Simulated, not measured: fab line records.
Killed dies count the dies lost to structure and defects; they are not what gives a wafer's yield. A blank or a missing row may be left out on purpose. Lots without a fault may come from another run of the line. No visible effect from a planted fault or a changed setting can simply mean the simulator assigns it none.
fab line records	flow nandHarc
record: lots: 6	wafers: 18	lastDay: 33
route steps=1302 shown A_CONTACT@1063 END@1302
lots that met no fault: taken from a fault-free run of the same line
startH: hours from the record's first day to the start of the lot's first wafer shown	waitH: hours elapsed since this lot's preceding step	" unchanged from the row above	L1.1+2: a single row standing in for several wafers	- either no value or no given start	* or withheld: withheld	< > ~ a bound
route shown NAME@n: names a module that has steps shown in the file, with the first one's number in the route	usual: the fault-free wafers' mean and standard deviation	same: alike in all rows	chamber/n: place in a boat	sites: each site's reading	_std_site: their standard deviation	_edge_site: outer sites' mean less inner sites'	radiusMm: how far each site lies from the wafer's centre	mask NAME#n: copy n	behind: tool/chamber where the wafer was last shaped	hold: cause of the lot's hold/its duration in hours/its outcome	device: whichever transistor did not switch (one of n, p or np)	end of line: the tests these same wafers got at the end of their route	a step without rows: its recipe alone	killed: not the wafer's yield, but the dies lost to structure and defects at the first sort	map: dies across one wafer; x = killed, . = not, _ = none there
set.NAME: the run value of the setting; set.NAME@STEP: its run value at that earlier step	model.NAME: the simulator's own value behind a step, which no gauge read
lots seen at some steps along the route; tables by step, rows by wafer
services: from which hour (startH, from the record's first day; less than 0 if before it) a tool's chamber was out of use, for how many hours, and why
== steps ==
step: NHARC_A_CONTACT_ETCH_106
recipe: targetDepthA: 900	overetchA: 90	timeS: 49.5	ionEnergyEv: 100	cf4FlowSccm: 80	o2FlowSccm: 20	arFlowSccm: 0	rfW: 300	biasW: 100	chemistry: CF4/O2
usual: drypumpMotorCurrentA: 5.62/0.29	oes_f_703_au: 1.000/0.0046	oesProductAu: 1.004/0.0083	rfVppV: 198.0/1.5	showerheadPlenumPTorr: 1.34/0.064	throttleValvePct: 13.397/0.0088
lot.wafer	tool	chamber	startH	waitH	drypumpMotorCurrentA	oes_f_703_au	oesProductAu	rfHoursCounterH	rfVppV	showerheadPlenumPTorr	throttleValvePct
L832.4	rieDiel-12	1	584.36	0.0	5.68	0.997	1.011	38	199.5	1.41	13.379
L832.1	"	0	"	"	5.62	0.997	1.002	43	197.9	1.27	13.389
L832.6	"	2	"	"	5.86	1.006	1.013	-	197.8	1.27	13.376
L836.3	rieDiel-08	0	612.58	0.1	5.64	1.005	1.000	11	197.4	1.32	13.407
L836.4	"	1	"	"	6.14	1.004	1.011	9	198.2	1.31	13.397
L836.1	"	3	"	"	5.58	0.995	1.007	12	200.3	1.40	13.415
L840.3	rieDiel-12	1	645.83	0.1	5.72	1.003	0.996	4	199.5	1.41	13.402
L840.4	"	2	"	"	5.80	1.002	0.997	4	196.0	1.26	13.392
L840.6	"	0	"	"	5.62	0.992	0.982	-	196.6	1.26	13.387
L841.2	rieDiel-08	2	671.19	0.1	5.27	1.008	1.015	17	198.9	1.39	13.402
L841.1	"	1	"	"	6.10	0.997	1.025	17	196.1	1.31	13.402
L841.5	"	2	"	"	5.28	0.999	1.020	-	197.6	1.39	13.396
L842.4	rieDiel-08	3	692.64	0.1	5.59	1.006	1.007	21	199.1	1.40	13.402
L842.2	"	0	"	"	5.63	1.002	1.004	21	196.7	1.31	13.410
L842.5	"	3	"	"	5.60	0.998	0.999	-	199.4	1.40	13.387
L847.1	rieDiel-12	1	727.98	0.1	5.67	1.001	1.010	31	198.6	1.40	13.387
L847.5	"	0	"	"	5.62	0.995	0.999	-	196.0	1.26	13.399
L847.6	"	1	"	"	5.65	0.999	1.006	-	199.1	1.40	13.410
step: NHARC_A_CONTACT_STRIP_82
recipe: o2FlowSccm: 500	arFlowSccm: 0	biasW: 0	chemistry: O2
usual: drypumpMotorCurrentA: 5.7/0.3	oesProductAu: 1.004/0.007	rfVppV: 57.8/0.95	showerheadPlenumPTorr: 3.53/0.16	throttleValvePct: 17.036/0.0082
lot.wafer	tool	chamber	startH	waitH	drypumpMotorCurrentA	oesProductAu	rfHoursCounterH	rfVppV	showerheadPlenumPTorr	throttleValvePct
L832.4	rieDiel-12	0	-	-	5.6	1.004	43	58.6	3.36	17.028
L832.1	"	1	"	"	5.7	1.003	38	58.7	3.72	17.025
L832.6	"	2	"	"	5.9	1.006	-	57.0	3.35	17.033
L836.4	rieDiel-08	0	-	-	5.6	0.989	11	55.8	3.48	17.032
L836.3	"	1	"	"	6.1	1.020	9	57.4	3.46	17.036
L836.1	"	3	"	"	5.6	1.004	12	59.5	3.70	17.031
L840.4	rieDiel-12	0	-	-	5.6	0.993	4	56.9	3.35	17.035
L840.3	"	1	"	"	5.7	1.001	4	58.2	3.71	17.032
L840.6	"	2	"	"	5.8	0.998	-	56.9	3.34	17.033
L841.2	rieDiel-08	3	-	-	5.6	1.012	19	58.7	3.69	17.022
L841.1	"	1	"	"	6.1	1.009	17	55.6	3.46	17.042
L841.5	"	2	"	"	5.3	1.018	-	58.4	3.67	17.024
L842.4	rieDiel-08	0	-	-	5.7	0.993	21	58.0	3.47	17.033
L842.2	"	3	"	"	5.6	0.999	21	56.9	3.69	17.022
L842.5	"	1	"	"	6.1	1.001	-	56.5	3.46	17.045
L847.1	rieDiel-12	0	-	-	5.6	1.002	31	57.5	3.34	17.049
L847.5	"	1	"	"	5.7	1.005	-	58.0	3.70	17.030
L847.6	"	2	"	"	5.9	1.004	-	57.4	3.33	17.037
step: NHARC_A_CONTACT_STRIP_83
recipe: timeS: 600	tempC: 30	chemistry: postEtchResidueRemover
step: NHARC_A_CONTACT_DEP_84
recipe: targetThkA: 28000	tempC: 400	material: aC
usual: throttleValvePct: 35.000/0.0091
lot.wafer	tool	chamber	startH	waitH	throttleValvePct
L832.1	aclDep-01	0	585.03	-	35.017
L832.4	"	0	"	"	34.991
L832.6	"	0	"	"	34.999
L836.1	aclDep-01	0	615.18	-	34.978
L836.3	"	0	"	"	35.009
L836.4	"	0	"	"	35.014
L840.3	aclDep-02	0	647.05	-	35.008
L840.4	"	0	"	"	35.010
L840.6	"	0	"	"	34.997
L841.1	aclDep-02	0	677.00	-	34.983
L841.2	"	0	"	"	34.997
L841.5	"	0	"	"	34.993
L842.2	aclDep-03	0	694.04	-	34.995
L842.4	"	0	"	"	34.998
L842.5	"	0	"	"	34.988
L847.1	aclDep-03	0	731.08	-	35.016
L847.5	"	0	732.23	-	34.991
L847.6	"	0	"	"	35.010
step: NHARC_A_CONTACT_DEP_85
recipe: targetThkA: 600	targetThkNm: 60	tempC: 400	pressureTorr: 3.5	flowSccm: 200	rfW: 350	material: SiON
usual: heaterPowerW: 727/72
lot.wafer	tool	chamber	startH	waitH	heaterPowerW
L832.1	pecvd-01	2	586.80	1.5	835
L832.4	"	2	"	"	809
L832.6	"	0	"	"	740
L836.1	pecvd-03	1	616.95	1.5	846
L836.3	"	2	"	"	799
L836.4	"	0	"	"	650
L840.3	pecvd-02	1	648.25	0.9	681
L840.6	"	0	"	"	691
L840.4	"	1	"	"	671
L841.2	pecvd-02	0	678.80	1.2	710
L841.1	"	1	"	"	674
L841.5	"	2	"	"	712
L842.2	pecvd-02	1	695.48	1.2	628
L842.4	"	1	"	"	642
L842.5	"	2	"	"	797
L847.1	pecvd-01	0	732.86	1.5	746
L847.5	"	0	"	"	738
L847.6	"	1	"	"	699
step: NHARC_A_CONTACT_DEHYDRATE_00
recipe: tempC: 150	timeS: 120
step: NHARC_A_CONTACT_HMDS_01
recipe: timeS: 30
step: NHARC_A_CONTACT_COAT_86
recipe: tempC: 260	timeS: 75
step: NHARC_A_CONTACT_COAT_87
recipe: tempC: 225	timeS: 65
step: NHARC_A_CONTACT_COAT_02
recipe: spinRpm: 1500	resistThkNm: 90
step: NHARC_A_CONTACT_SOFTBAKE_03
recipe: tempC: 105	timeS: 55
step: NHARC_A_CONTACT_EBR_04
step: NHARC_A_CONTACT_EXPOSE_05
recipe: na: 1.35	sigmaOuter: 0.8	doseMj: 84.24	maskId: A_CC
usual: stageVelMmS: 500.01/0.28
lot.wafer	tool	chamber	startH	waitH	mask	stageVelMmS	model.A_CONTACT.overlayXNm
L832.1	arfiScanner-01	0	587.25	-	A_CC#0	500.17	8.375
L832.4	"	0	"	"	A_CC#0	500.11	8.375
L832.6	"	0	"	"	A_CC#0	500.17	8.375
L836.1	arfiScanner-01	0	617.37	-	A_CC#0	500.05	7.705
L836.3	"	0	"	"	A_CC#0	500.13	7.705
L836.4	"	0	"	"	A_CC#0	500.45	7.705
L840.3	arfiScanner-03	0	648.81	-	A_CC#0	499.91	0.5216
L840.4	"	0	"	"	A_CC#0	500.30	0.5216
L840.6	"	0	"	"	A_CC#0	500.09	0.5216
L841.1	arfiScanner-02	0	679.35	-	A_CC#0	499.62	-0.9387
L841.2	"	0	"	"	A_CC#0	499.99	-0.9387
L841.5	"	0	"	"	A_CC#0	500.14	-0.9387
L842.2	arfiScanner-03	0	696.07	-	A_CC#0	500.65	-0.5363
L842.4	"	0	"	"	A_CC#0	500.23	-0.5363
L842.5	"	0	"	"	A_CC#0	500.27	-0.5363
L847.1	arfiScanner-02	0	733.29	-	A_CC#0	499.88	-1.811
L847.5	"	0	"	"	A_CC#0	500.60	-1.811
L847.6	"	0	"	"	A_CC#0	499.90	-1.811
step: NHARC_A_CONTACT_PEB_06
recipe: pebTempC: 100	pebTimeS: 65
step: NHARC_A_CONTACT_DEVELOP_07
recipe: developTimeS: 35	devTempC: 23
step: NHARC_A_CONTACT_CD_MEAS_08
recipe: targetCdNm: 200	landingEnergyEv: 500
usual: cdNm: 200.1/0.55
lot.wafer	tool	chamber	startH	waitH	cdNm
L832.1	cdSem-01	0	587.39	-	200.0
L832.4	"	0	"	"	199.5
L832.6	"	0	"	"	200.7
L836.1	cdSem-02	0	617.51	-	200.5
L836.3	"	0	"	"	200.1
L836.4	"	0	"	"	200.8
L840.3	cdSem-01	0	648.95	-	200.0
L840.4	"	0	"	"	200.1
L840.6	"	0	"	"	200.0
L841.1	cdSem-01	0	679.49	-	201.2
L841.2	"	0	"	"	201.4
L841.5	"	0	"	"	200.6
L842.2	cdSem-02	0	696.20	-	200.1
L842.4	"	0	"	"	199.5
L842.5	"	0	"	"	199.9
L847.1	cdSem-01	0	733.43	-	199.6
L847.5	"	0	"	"	200.3
L847.6	"	0	"	"	199.7
step: NHARC_A_CONTACT_OVL_MEAS_09
usual: overlayXNm: -0.1/0.9	overlayYNm: 0.3/0.79
lot.wafer	tool	chamber	startH	waitH	hold	overlayXNm	overlayYNm
L832.1	overlay-01	-	587.48	-	awaitDispo/0.2h/release	8.0	-0.3
L832.4	"	-	"	"	awaitDispo/0.2h/release	8.4	-0.4
L832.6	"	-	"	"	awaitDispo/0.2h/release	7.8	0.0
L832.1	overlay-01	-	587.65	0.2	-	8.7	-0.5
L832.4	"	-	"	"	-	8.2	-0.2
L832.6	"	-	"	"	-	8.0	-0.3
L836.1	overlay-01	-	617.60	-	awaitDispo/0.2h/release	7.7	0.3
L836.3	"	-	"	"	awaitDispo/0.2h/release	7.7	0.2
L836.4	"	-	"	"	awaitDispo/0.2h/release	7.8	0.1
L836.1	overlay-01	-	617.77	0.2	-	7.8	0.6
L836.3	"	-	"	"	-	7.7	0.1
L836.4	"	-	"	"	-	8.1	0.8
L840.3	overlay-01	-	649.04	-	-	0.3	-0.1
L840.4	"	-	"	"	-	0.6	-0.5
L840.6	"	-	"	"	-	1.2	0.0
L841.1	overlay-02	-	679.58	-	-	-1.2	-1.0
L841.2	"	-	"	"	-	-1.0	-0.3
L841.5	"	-	"	"	-	-0.8	-0.3
L842.2	overlay-02	-	696.29	-	-	-0.5	0.0
L842.4	"	-	"	"	-	-0.6	-0.1
L842.5	"	-	"	"	-	-0.3	0.6
L847.1	overlay-02	-	733.51	-	-	-2.0	-0.4
L847.5	"	-	"	"	-	-1.6	-0.3
L847.6	"	-	"	"	-	-2.0	0.0
step: NHARC_A_CONTACT_INSPECT_10
usual: rawDefectCount: 93/42
lot.wafer	tool	chamber	startH	waitH	hold	rawDefectCount
L832.1	defectInspect-01	-	592.29	4.6	awaitDispo/4.6h/release	33
L832.4	"	-	"	"	awaitDispo/4.6h/release	34
L832.6	"	-	"	"	awaitDispo/4.6h/release	36
L836.1	defectInspect-01	-	622.75	5.0	awaitDispo/4.9h/release	130
L836.3	"	-	"	"	awaitDispo/4.9h/release	117
L836.4	"	-	"	"	awaitDispo/4.9h/release	112
L840.3	defectInspect-02	-	649.07	0.0	-	75
L840.4	"	-	"	"	-	65
L840.6	"	-	"	"	-	67
L841.1	defectInspect-02	-	679.61	0.0	-	131
L841.2	"	-	"	"	-	142
L841.5	"	-	"	"	-	149
L842.2	defectInspect-01	-	696.33	0.0	-	155
L842.4	"	-	"	"	-	157
L842.5	"	-	"	"	-	155
L847.1	defectInspect-01	-	733.55	0.0	-	90
L847.5	"	-	"	"	-	94
L847.6	"	-	"	"	-	90
step: NHARC_END_SORT_01
recipe: tempC: 25
usual: killedAtArray: 61/22	killedAtOther: 0.8/1	killedAtPeriphery: 3.8/2.3	killedDies: 66/22	killedOpen: 3.2/1.9	killedShort: 2.8/1.8
same: grossDies: 677
lot.wafer	tool	chamber	startH	waitH	killedAtArray	killedAtOther	killedAtPeriphery	killedDies	killedOpen	killedShort
L832.1	prober-02	0	651.29	2.5	44	1	4	49	5	10
L832.4	prober-02	0	653.67	3.4	43	1	2	46	3	1
L832.6	prober-02	0	655.25	4.0	36	0	2	38	1	4
L836.1	prober-01	0	692.68	2.5	73	0	4	77	2	1
L836.3	prober-01	0	694.26	3.1	76	0	6	82	3	3
L836.4	prober-01	0	695.05	3.4	60	2	5	67	3	1
killed by level:class
L832.1 A_CHANNEL_HOLE_D2:chamberFilmFlake=18 A_CHANNEL_FILL_D1:geometricParticle:short=6 A_CONTACT:chamberFilmFlake=4 A_CHANNEL_HOLE_D1:chamberFilmFlake=3 A_STAIRCASE:chamberFilmFlake=2 A_SLIT:chamberFilmFlake=2 A_BONDPAD:chamberFilmFlake=2 P_CONTACT:geometricParticle:short=1
L832.4 A_CHANNEL_HOLE_D2:chamberFilmFlake=16 A_CONTACT:chamberFilmFlake=10 A_BONDPAD:chamberFilmFlake=4 A_SLIT:chamberFilmFlake=3 P_STI:chamberFilmFlake=2 A_CHANNEL_HOLE_D1:chamberFilmFlake=2 A_CHANNEL_FILL_D1:geometricParticle:open=1 A_CHANNEL_FILL_D2:geometricParticle:open=1
L832.6 A_CHANNEL_HOLE_D2:chamberFilmFlake=15 A_CONTACT:chamberFilmFlake=5 A_BONDPAD:chamberFilmFlake=4 A_CHANNEL_HOLE_D1:chamberFilmFlake=3 A_WL_FILL:chamberFilmFlake=2 P_GATE:geometricParticle:open=1 A_CHANNEL_FILL_D1:geometricParticle:short=1 A_DECK1_JOINT:geometricParticle:short=1
L836.1 A_CHANNEL_HOLE_D1:chamberFilmFlake=44 A_SLIT:chamberFilmFlake=17 A_CHANNEL_HOLE_D2:chamberFilmFlake=7 P_M0:geometricParticle:open=1 P_M1:geometricParticle:open=1 A_WL_FILL:geometricParticle:short=1 P_ZERO_WELL:chamberFilmFlake=1 P_CONTACT:chamberFilmFlake=1
L836.3 A_CHANNEL_HOLE_D1:chamberFilmFlake=28 A_SLIT:chamberFilmFlake=27 A_CHANNEL_HOLE_D2:chamberFilmFlake=14 P_CONTACT:chamberFilmFlake=3 P_M0:geometricParticle:short=2 A_ZERO_WELL:chamberFilmFlake=2 P_M0:geometricParticle:open=1 A_CHANNEL_HOLE_D1:geometricParticle:open=1
L836.4 A_CHANNEL_HOLE_D1:chamberFilmFlake=29 A_CHANNEL_HOLE_D2:chamberFilmFlake=12 A_SLIT:chamberFilmFlake=12 P_CONTACT:chamberFilmFlake=3 A_CONTACT:chamberFilmFlake=2 P_CONTACT:geometricParticle:short=1 P_M0:geometricParticle:open=1 A_CHANNEL_FILL_D2:geometricParticle:open=1
== services ==
tool	chamber	startH	hours	kind
arfiScanner-02	-	560.62	5.6	repair
rieDiel-08	1	568.42	6.1	repair
arfiScanner-02	-	575.16	5.9	repair
arfiScanner-02	-	585.56	4.7	repair
pecvd-02	-	589.29	13.0	pm
arfiScanner-01	-	596.00	4.0	pm
pecvd-03	-	598.92	0.6	repair
arfiScanner-03	-	605.96	0.2	repair
aclDep-02	-	606.17	13.0	pm
rieDiel-12	-	622.52	9.0	pm
arfiScanner-01	-	630.37	1.8	repair
arfiScanner-01	-	636.69	0.8	repair
arfiScanner-02	-	656.02	4.0	pm
rieDiel-08	2	658.58	5.1	repair
aclDep-03	-	665.81	13.0	pm
rieDiel-08	-	666.06	0.3	repair
arfiScanner-03	-	667.33	5.3	repair
pecvd-02	0	702.67	13.2	repair
arfiScanner-03	-	712.00	4.0	pm
aclDep-02	-	719.34	8.5	repair
rieDiel-08	-	722.63	9.0	pm
arfiScanner-03	-	724.56	0.3	repair
arfiScanner-01	-	725.60	0.8	repair
arfiScanner-03	-	733.13	4.8	repair
== key ==
firstSign: step: NHARC_A_CONTACT_OVL_MEAS_09	reading: visit	direction: added
effect: step: NHARC_A_CONTACT_OVL_MEAS_09	reading: overlayXNm	direction: up	sigmas: 8.8	usual: -0.1	struck: 7.9
modelEffect: step: NHARC_A_CONTACT_EXPOSE_05	value: A_CONTACT.overlayXNm	without: -0.09527	struck: 8.04
metAt NHARC_A_CONTACT_EXPOSE_05
struckWafers L832.1,L832.4,L832.6,L836.1,L836.3,L836.4
testerLeftOut L832,L836
alsoFits NHARC_A_CONTACT_DEP_84:aclDep-01
fault: kind: scannerMatchingOverlay	tool: arfiScanner-01	chamber: -	onsetH: 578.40	steps: NHARC_A_CONTACT_EXPOSE_05	offset: 8.1351
testerLeftOut: of these lots the tester's yield and bins aren't shown, on N5 and GAA mostly nor the transistor test; their killed dies are dies lost to structure and defects alone, not to doping, threshold or leakage, so they don't give the yield
